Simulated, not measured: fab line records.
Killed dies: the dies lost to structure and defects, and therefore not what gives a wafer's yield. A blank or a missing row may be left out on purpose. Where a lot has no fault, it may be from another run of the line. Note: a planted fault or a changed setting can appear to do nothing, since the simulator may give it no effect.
Chamber matching || flow n5Finfet || N5_BEOL_M6_CMP_52 on cmp-02 has 4 sister chambers
The step polishes, stops on SiCOH lowk, t overpolish 6.9 s, target thk 80 nm. 16 wafers are shown with their chamber, then 8 later ones without.

EACH WAFER AND ITS CHAMBER
{"wafer": "L074.2", "chamber": 0, "motorCurrentA (A)": 6.7, "retainingRingPressureFrac": 1.001, "timeToEndpointS (s)": 62.3}
{"wafer": "L074.5", "chamber": 2, "motorCurrentA (A)": 6.1, "retainingRingPressureFrac": 0.997, "timeToEndpointS (s)": 58.6}
{"wafer": "L074.6", "chamber": 1, "motorCurrentA (A)": 6.1, "retainingRingPressureFrac": 1.001, "timeToEndpointS (s)": 64.0}
{"wafer": "L078.1", "chamber": 0, "motorCurrentA (A)": 6.6, "retainingRingPressureFrac": 0.996, "timeToEndpointS (s)": 58.8}
{"wafer": "L078.2", "chamber": 1, "motorCurrentA (A)": 6.5, "retainingRingPressureFrac": 1.006, "timeToEndpointS (s)": 61.8}
{"wafer": "L078.6", "chamber": 3, "motorCurrentA (A)": 6.9, "retainingRingPressureFrac": 1.006, "timeToEndpointS (s)": 59.1}
{"wafer": "L076.2", "chamber": 0, "motorCurrentA (A)": 6.7, "retainingRingPressureFrac": 1.002, "timeToEndpointS (s)": 62.5}
{"wafer": "L076.4", "chamber": 2, "motorCurrentA (A)": 6.4, "retainingRingPressureFrac": 0.997, "timeToEndpointS (s)": 63.2}
{"wafer": "L076.6", "chamber": 3, "motorCurrentA (A)": 6.6, "retainingRingPressureFrac": 0.997, "timeToEndpointS (s)": 61.9}
{"wafer": "L080.1", "chamber": 2, "motorCurrentA (A)": 6.0, "retainingRingPressureFrac": 0.995, "timeToEndpointS (s)": 59.9}
{"wafer": "L080.3", "chamber": 3, "motorCurrentA (A)": 7.4, "retainingRingPressureFrac": 1.004, "timeToEndpointS (s)": 59.1}
{"wafer": "L080.6", "chamber": 0, "motorCurrentA (A)": 6.8, "retainingRingPressureFrac": 0.993, "timeToEndpointS (s)": 60.9}
{"wafer": "L085.4", "chamber": 2, "motorCurrentA (A)": 6.2, "retainingRingPressureFrac": 0.997, "timeToEndpointS (s)": 61.5}
{"wafer": "L085.5", "chamber": 3, "motorCurrentA (A)": 7.5, "retainingRingPressureFrac": 0.998, "timeToEndpointS (s)": 59.4}
{"wafer": "L085.6", "chamber": 0, "motorCurrentA (A)": 6.4, "retainingRingPressureFrac": 0.996, "timeToEndpointS (s)": 61.8}
{"wafer": "L090.3", "chamber": 0, "motorCurrentA (A)": 7.0, "retainingRingPressureFrac": 1.008, "timeToEndpointS (s)": 67.0}

SIGNATURES (averages over the wafers above)
{"reading": "motorCurrentA", "chamber 0": 6.700, "chamber 1": 6.300, "chamber 2": 6.175, "chamber 3": 7.100, "scatter within a chamber": 0.275}
{"reading": "retainingRingPressureFrac", "chamber 0": 0.99933, "chamber 1": 1.00350, "chamber 2": 0.99650, "chamber 3": 1.00125, "scatter within a chamber": 0.0043}
{"reading": "timeToEndpointS", "chamber 0": 62.217, "chamber 1": 62.900, "chamber 2": 60.800, "chamber 3": 59.875, "scatter within a chamber": 2.17}
Rule: a wafer lies at a distance from a chamber equal to the root of the sum of squares, over the readings, of (its reading less the chamber's mean, divided by the reading's scatter). The wafer belongs to the nearest chamber; if the next one is less than 2 further off, it can't be placed. The scatter is the square root of a quotient: the sum, over the shown wafers, of each reading's squared deviation from its chamber's mean, divided by wafers minus chambers.

WAFERS WITH NO CHAMBER GIVEN
{"wafer": "L090.4", "motorCurrentA (A)": 7.0, "retainingRingPressureFrac": 1.007, "timeToEndpointS (s)": 62.6}
{"wafer": "L090.5", "motorCurrentA (A)": 6.1, "retainingRingPressureFrac": 0.998, "timeToEndpointS (s)": 64.9}
{"wafer": "L093.3", "motorCurrentA (A)": 6.9, "retainingRingPressureFrac": 0.996, "timeToEndpointS (s)": 60.1}
{"wafer": "L093.4", "motorCurrentA (A)": 6.2, "retainingRingPressureFrac": 0.997, "timeToEndpointS (s)": 64.1}
{"wafer": "L093.6", "motorCurrentA (A)": 7.0, "retainingRingPressureFrac": 0.998, "timeToEndpointS (s)": 58.4}
{"wafer": "L095.1", "motorCurrentA (A)": 7.2, "retainingRingPressureFrac": 0.999, "timeToEndpointS (s)": 56.7}
{"wafer": "L095.4", "motorCurrentA (A)": 6.5, "retainingRingPressureFrac": 0.993, "timeToEndpointS (s)": 61.9}
{"wafer": "L095.5", "motorCurrentA (A)": 7.3, "retainingRingPressureFrac": 1.002, "timeToEndpointS (s)": 60.1}

EACH ONE'S CHAMBER
{"wafer": "L090.4", "from the rows above": "can't be placed: 3 or 0 or 1", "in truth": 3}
{"wafer": "L090.5", "from the rows above": "can't be placed: 1 or 2 or 0", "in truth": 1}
{"wafer": "L093.3", "from the rows above": "can't be placed: 3 or 0 or 2 or 1", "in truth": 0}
{"wafer": "L093.4", "from the rows above": "can't be placed: 2 or 1 or 0", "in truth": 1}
{"wafer": "L093.6", "from the rows above": "can't be placed: 3 or 0", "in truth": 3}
{"wafer": "L095.1", "from the rows above": "can't be placed: 3 or 0", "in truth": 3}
{"wafer": "L095.4", "from the rows above": "can't be placed: 2 or 0 or 1 or 3", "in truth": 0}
{"wafer": "L095.5", "from the rows above": "can't be placed: 3 or 0", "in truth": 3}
0 of 8 placed correctly. Can't be placed from these rows: 8 (the true chamber is among the candidates in 8). Placed wrongly: 0.
